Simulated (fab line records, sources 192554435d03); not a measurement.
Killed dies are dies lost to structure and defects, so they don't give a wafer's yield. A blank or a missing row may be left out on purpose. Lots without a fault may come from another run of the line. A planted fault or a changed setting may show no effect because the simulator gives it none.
Which tool did it? | flow n5_finfet | 9 lots, 26 wafers sampled, at 5 steps of a route of 1938

WHAT THE GAUGES READ, wafer by wafer
N5_SD_ACTIVATION_RS_MEAS_03: measures by four-point-probe. Usual: RS_SD_N 21.79 ohm/sq, standard deviation 0.28; RS_SD_P 56.0 ohm/sq, standard deviation 1.1.
lot  | measured    | on            | RS_SD_N (ohm/sq)  | RS_SD_P (ohm/sq) | flag
L773 | day 3 10:50 | film_metro-01 | 22.16 21.60 21.95 | 55.6 56.7 55.7   |
L774 | day 3 16:57 | film_metro-02 | 21.63 21.45 21.32 | 56.0 56.5 55.2   |
L775 | day 3 22:00 | film_metro-02 | 22.39 22.37 22.48 | 56.9 57.1 56.3   |
L776 | day 4 05:19 | film_metro-01 | 22.16 22.01 22.22 | 55.9 56.5 54.7   |
L785 | day 6 15:02 | film_metro-02 | 21.45 21.64       | 55.2 54.3        |
L787 | day 6 22:46 | film_metro-02 | 21.62 21.74 21.90 | 55.5 55.5 55.7   |
L790 | day 7 17:19 | film_metro-02 | 21.81 21.86 21.79 | 55.9 56.5 55.6   |
L791 | day 7 20:58 | film_metro-02 | 21.28 21.68 21.55 | 56.2 54.7 56.9   |
L796 | day 9 03:00 | film_metro-02 | 21.34 21.69 21.40 | 54.4 54.5 54.2   |

N5_HKMG_FIN_CD_MEAS_49: target cd 202 nm. Usual: cd_nm 201.9 nm, standard deviation 0.58.
lot  | measured    | on        | cd_nm (nm)        | flag
L773 | day 4 00:44 | cd_sem-02 | 202.5 202.0 201.8 |
L774 | day 4 06:37 | cd_sem-03 | 201.4 201.0 201.1 |
L775 | day 4 10:46 | cd_sem-02 | 201.8 201.5 200.9 |
L776 | day 4 17:58 | cd_sem-03 | 202.2 202.3 202.6 |
L785 | day 7 03:59 | cd_sem-02 | 201.8 202.0       |
L787 | day 7 11:34 | cd_sem-03 | 202.4 202.0 201.5 |
L790 | day 8 06:12 | cd_sem-02 | 201.5 202.1 202.5 |
L791 | day 8 09:37 | cd_sem-01 | 202.3 201.9 202.0 |
L796 | day 9 16:03 | cd_sem-02 | 201.2 201.5 201.7 |

N5_BEOL_M4_RC_MEAS_101. Usual: DIBL_N 35.9 mV/V, standard deviation 1.3; DIBL_P 35.9 mV/V, standard deviation 1.5; IOFF_N 0.152 nA/um, standard deviation 0.023; IOFF_P 0.204 nA/um, standard deviation 0.027; ION_N 673 uA/um, standard deviation 9.2; ION_P 462 uA/um, standard deviation 6.7; SS_N 71.4 mV/dec, standard deviation 0.48; SS_P 73.2 mV/dec, standard deviation 0.55; VT_N 250.3 mV, standard deviation 2.6; VT_P -250.6 mV, standard deviation 3.
lot  | measured     | on        | DIBL_N (mV/V)  | DIBL_P (mV/V)  | IOFF_N (nA/um)    | IOFF_P (nA/um)    | ION_N (uA/um) | ION_P (uA/um) | SS_N (mV/dec)  | SS_P (mV/dec)  | VT_N (mV)         | VT_P (mV)            | flag
L773 | day 8 12:53  | prober-02 | 35.2 37.0 37.2 | 35.1 38.1 37.3 | 0.120 0.155 0.149 | 0.163 0.207 0.193 | 662 671 659   | 455 468 450   | 70.9 71.2 71.6 | 72.3 72.6 73.2 | 255.4 251.9 250.1 | -253.8 -251.8 -251.3 |
L774 | day 8 18:44  | prober-01 | 35.9 35.3 34.9 | 36.2 35.8 36.1 | 0.177 0.163 0.159 | 0.208 0.198 0.204 | 682 679 676   | 458 459 464   | 71.3 71.8 70.8 | 73.9 73.7 73.1 | 246.9 248.9 248.7 | -250.4 -251.5 -252.7 |
L775 | day 8 20:23  | prober-02 | 33.8 33.5 33.9 | 34.7 34.5 35.1 | 0.143 0.133 0.139 | 0.199 0.186 0.199 | 667 672 663   | 461 464 464   | 71.0 71.5 70.9 | 72.4 72.5 72.8 | 250.9 250.1 250.9 | -250.0 -250.8 -250.2 |
L776 | day 9 18:23  | prober-02 | 36.5 35.0 36.1 | 37.3 36.3 37.1 | 0.167 0.150 0.163 | 0.198 0.182 0.197 | 677 679 680   | 461 452 462   | 70.8 71.0 71.5 | 74.3 73.0 73.2 | 249.8 252.0 248.3 | -253.7 -254.3 -251.2 |
L785 | day 11 09:10 | prober-01 | 34.2 34.8      | 33.4 34.5      | 0.153 0.160       | 0.211 0.224       | 683 679       | 472 470       | 71.4 71.2      | 72.6 74.5      | 248.0 249.1       | -249.9 -248.3        |
L787 | day 12 07:56 | prober-01 | 33.9 34.1 33.2 | 35.3 36.2 34.6 | 0.152 0.156 0.136 | 0.208 0.231 0.201 | 688 682 681   | 474 474 471   | 71.3 71.0 70.4 | 72.8 73.3 72.7 | 248.7 250.0 250.0 | -248.8 -245.6 -249.4 |
L790 | day 13 14:47 | prober-01 | 36.5 36.6 36.1 | 36.9 37.0 36.0 | 0.146 0.141 0.139 | 0.178 0.178 0.168 | 671 660 674   | 459 451 457   | 70.9 70.4 71.4 | 73.0 72.9 73.4 | 250.3 250.9 249.9 | -251.8 -254.6 -253.8 |
L791 | day 13 14:14 | prober-02 | 34.5 33.8 35.7 | 36.0 35.6 37.6 | 0.143 0.137 0.164 | 0.198 0.187 0.223 | 681 665 681   | 470 466 467   | 71.5 71.2 71.5 | 73.3 73.1 73.5 | 252.2 253.1 249.4 | -248.9 -253.0 -251.9 |
L796 | day 14 22:47 | prober-02 | 35.3 35.2 35.9 | 34.3 34.4 35.3 | 0.134 0.130 0.146 | 0.219 0.216 0.240 | 657 667 678   | 466 471 477   | 71.6 71.4 71.1 | 73.2 72.1 73.7 | 252.8 249.9 251.0 | -247.0 -247.9 -244.7 |

WHICH TOOL RAN EACH LOT (tool, then ch and the chambers of the sampled wafers, then the start)
lot  | N5_ILD0_ALD_15                   | N5_DUMMY_REMOVAL_PRECLEAN_08
L773 | ald_sin-02 ch 0,1,3, day 3 14:54 | remote_plasma-01 ch 0, day 3 23:25
L774 | ald_sin-01 ch 2,3, day 3 22:08   | remote_plasma-01 ch 0, day 4 05:22
L775 | ald_sin-04 ch 0,1, day 4 02:13   | remote_plasma-01 ch 0, day 4 09:31
L776 | ald_sin-02 ch 1,2, day 4 09:35   | remote_plasma-01 ch 0, day 4 16:44
L785 | ald_sin-04 ch 0,3, day 6 19:05   | remote_plasma-01 ch 0, day 7 02:43
L787 | ald_sin-04 ch 2,3, day 7 02:56   | remote_plasma-02 ch 0, day 7 10:09
L790 | ald_sin-01 ch 0,1,3, day 7 21:40 | remote_plasma-02 ch 1, day 8 04:56
L791 | ald_sin-04 ch 0,1,2, day 8 01:02 | remote_plasma-02 ch 1, day 8 08:16
L796 | ald_sin-04 ch 1,2, day 9 07:28   | remote_plasma-02 ch 0, day 9 14:49
- N5_ILD0_ALD_15: deposits SiNx, target thk 24 nm, pulse time 1 s, ald cycles 480.
- N5_DUMMY_REMOVAL_PRECLEAN_08: cleans in NF3:NH3, afs cycles 2, time 20 s, sublimation time 60 s.

WHAT THE TOOLS THEMSELVES READ (means of the sampled wafers that have a number; where no wafer has one, the mark that the record gives instead)
N5_ILD0_ALD_15. Usual: heater_power_w 857 W, standard deviation 82; precursor_pulse_height_rel 1.001, standard deviation 0.02.
lot  | tool       | heater_power_w (W) | precursor_pulse_height_rel | flag
L773 | ald_sin-02 | 853                | 1.027                      |
L774 | ald_sin-01 | 777                | 1.004                      |
L775 | ald_sin-04 | 873                | 0.979                      |
L776 | ald_sin-02 | 901                | 1.006                      |
L785 | ald_sin-04 | 905                | 0.999                      |
L787 | ald_sin-04 | 874                | 1.007                      |
L790 | ald_sin-01 | 807                | 1.014                      |
L791 | ald_sin-04 | 840                | 1.010                      |
L796 | ald_sin-04 | 887                | 0.997                      |

N5_DUMMY_REMOVAL_PRECLEAN_08. Usual: temp_c 30.03 C, standard deviation 0.12.
lot  | tool             | temp_c (C) | flag
L773 | remote_plasma-01 | 30.14      |
L774 | remote_plasma-01 | 30.04      |
L775 | remote_plasma-01 | 30.02      |
L776 | remote_plasma-01 | 30.03      |
L785 | remote_plasma-01 | 29.45      | OFF
L787 | remote_plasma-02 | 30.01      |
L790 | remote_plasma-02 | 30.04      |
L791 | remote_plasma-02 | 30.00      |
L796 | remote_plasma-02 | 30.13      |

THE ANSWER, worked out from the rows above alone
Rule: a lot is off if the mean of its wafers that have a number lies more than 3 standard deviations from the usual mean. A lot without any number at a reading at which 4 lots or more have one is off too. The other lots that the step has rows for count as sound. The gauges are gone through in route order, then the tools' own readings, and for those a lot's mean is taken as printed above. The first step at which some lot is off is used, and at that step the reading that is off furthest; a lot without a number counts as furthest.
Off: L785, at N5_DUMMY_REMOVAL_PRECLEAN_08 (temp_c).
A tool fits if, at that step or a process step before it, it ran every lot that is off, and no sound lot after the first of them. One fits: remote_plasma-01 at N5_DUMMY_REMOVAL_PRECLEAN_08. Its last sound lot is L776 (day 4 16:44), its first lot that is off L785 (day 7 02:43): a fault that began between those two fits.
The tool's own readings at N5_DUMMY_REMOVAL_PRECLEAN_08 bear it out: on the lots that are off they differ by more than 5 times the standard deviation of the sound lots' means. temp_c reads 29.45 C there against 30.05 C on the sound lots.

WHAT THE SIMULATOR HAD PUT IN
Process parameter drift: remote_plasma-01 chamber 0, from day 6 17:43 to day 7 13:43, at N5_DUMMY_REMOVAL_PRECLEAN_08. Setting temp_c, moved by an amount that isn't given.
Lots struck among those shown: L785. The rule above found the same.
